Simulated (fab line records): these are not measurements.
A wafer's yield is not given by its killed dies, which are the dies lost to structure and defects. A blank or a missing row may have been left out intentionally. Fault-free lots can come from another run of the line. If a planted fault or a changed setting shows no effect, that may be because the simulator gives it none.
Chamber matching || flow n5-finfet || 4 sister chambers for N5_BEOL_M0_SAQP_SPACER2_ALD_26 on ald-sin-01
The step deposits SiO2, target thk 15 nm, pulse time 1 s, purge time 2 s. 18 wafers are shown with their chamber, then 9 later ones without.

== EACH WAFER AND ITS CHAMBER ==
{"wafer": "L077.1", "chamber": 0, "heater-power-w (W)": 541, "precursor-pulse-height-rel": 0.983}
{"wafer": "L077.2", "chamber": 1, "heater-power-w (W)": 468, "precursor-pulse-height-rel": 0.980}
{"wafer": "L077.5", "chamber": 1, "heater-power-w (W)": 466, "precursor-pulse-height-rel": 0.984}
{"wafer": "L083.1", "chamber": 2, "heater-power-w (W)": 464, "precursor-pulse-height-rel": 1.048}
{"wafer": "L083.3", "chamber": 1, "heater-power-w (W)": 460, "precursor-pulse-height-rel": 0.957}
{"wafer": "L083.4", "chamber": 3, "heater-power-w (W)": 373, "precursor-pulse-height-rel": 0.982}
{"wafer": "L090.3", "chamber": 3, "heater-power-w (W)": 363, "precursor-pulse-height-rel": 0.998}
{"wafer": "L090.4", "chamber": 1, "heater-power-w (W)": 466, "precursor-pulse-height-rel": 0.998}
{"wafer": "L090.5", "chamber": 0, "heater-power-w (W)": 550, "precursor-pulse-height-rel": 0.991}
{"wafer": "L092.1", "chamber": 0, "heater-power-w (W)": 556, "precursor-pulse-height-rel": 1.006}
{"wafer": "L092.2", "chamber": 3, "heater-power-w (W)": 375, "precursor-pulse-height-rel": 1.031}
{"wafer": "L092.3", "chamber": 1, "heater-power-w (W)": 457, "precursor-pulse-height-rel": 1.019}
{"wafer": "L091.1", "chamber": 3, "heater-power-w (W)": 364, "precursor-pulse-height-rel": 1.032}
{"wafer": "L091.2", "chamber": 1, "heater-power-w (W)": 458, "precursor-pulse-height-rel": 0.991}
{"wafer": "L091.3", "chamber": 0, "heater-power-w (W)": 540, "precursor-pulse-height-rel": 0.995}
{"wafer": "L093.2", "chamber": 0, "heater-power-w (W)": 551, "precursor-pulse-height-rel": 1.012}
{"wafer": "L093.3", "chamber": 3, "heater-power-w (W)": 361, "precursor-pulse-height-rel": 0.963}
{"wafer": "L093.4", "chamber": 2, "heater-power-w (W)": 461, "precursor-pulse-height-rel": 1.010}

SIGNATURES, as means of the wafers listed above
{"reading": "heater-power-w", "chamber 0": 547.60, "chamber 1": 462.50, "chamber 2": 462.50, "chamber 3": 367.20, "scatter within a chamber": 5.77}
{"reading": "precursor-pulse-height-rel", "chamber 0": 0.99740, "chamber 1": 0.98817, "chamber 2": 1.02900, "chamber 3": 1.00120, "scatter within a chamber": 0.0224}
Rule: a wafer's distance from a chamber is the root of the sum, over the readings, of the square of ((its reading less the chamber's mean) divided by the reading's scatter). The wafer belongs to the nearest chamber; if the next one is less than 2 further off, it can't be placed. How the scatter is found: for the shown wafers, subtract from each reading the mean of its chamber, square and add these, divide the total by (wafers less chambers), then take the root.

== WAFERS MISSING THEIR CHAMBER ==
{"wafer": "L094.1", "heater-power-w (W)": 533, "precursor-pulse-height-rel": 0.990}
{"wafer": "L094.5", "heater-power-w (W)": 474, "precursor-pulse-height-rel": 0.990}
{"wafer": "L094.6", "heater-power-w (W)": 464, "precursor-pulse-height-rel": 0.970}
{"wafer": "L095.2", "heater-power-w (W)": 361, "precursor-pulse-height-rel": 0.975}
{"wafer": "L095.3", "heater-power-w (W)": 471, "precursor-pulse-height-rel": 0.999}
{"wafer": "L095.4", "heater-power-w (W)": 538, "precursor-pulse-height-rel": 1.022}
{"wafer": "L096.1", "heater-power-w (W)": 474, "precursor-pulse-height-rel": 0.954}
{"wafer": "L096.2", "heater-power-w (W)": 457, "precursor-pulse-height-rel": 1.029}
{"wafer": "L096.4", "heater-power-w (W)": 541, "precursor-pulse-height-rel": 1.012}

== WHICH CHAMBER EACH ONE RAN IN ==
{"wafer": "L094.1", "from the rows above": 0, "in truth": 0}
{"wafer": "L094.5", "from the rows above": "can't be placed: 1 or 2", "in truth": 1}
{"wafer": "L094.6", "from the rows above": "can't be placed: 1 or 2", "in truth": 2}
{"wafer": "L095.2", "from the rows above": 3, "in truth": 3}
{"wafer": "L095.3", "from the rows above": "can't be placed: 1 or 2", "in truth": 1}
{"wafer": "L095.4", "from the rows above": 0, "in truth": 0}
{"wafer": "L096.1", "from the rows above": "can't be placed: 1 or 2", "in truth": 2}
{"wafer": "L096.2", "from the rows above": "can't be placed: 2 or 1", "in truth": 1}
{"wafer": "L096.4", "from the rows above": 0, "in truth": 0}
4 of 9 placed correctly. Not placeable from these rows: 5 (in 5, the candidates include the true chamber). 0 placed wrongly.
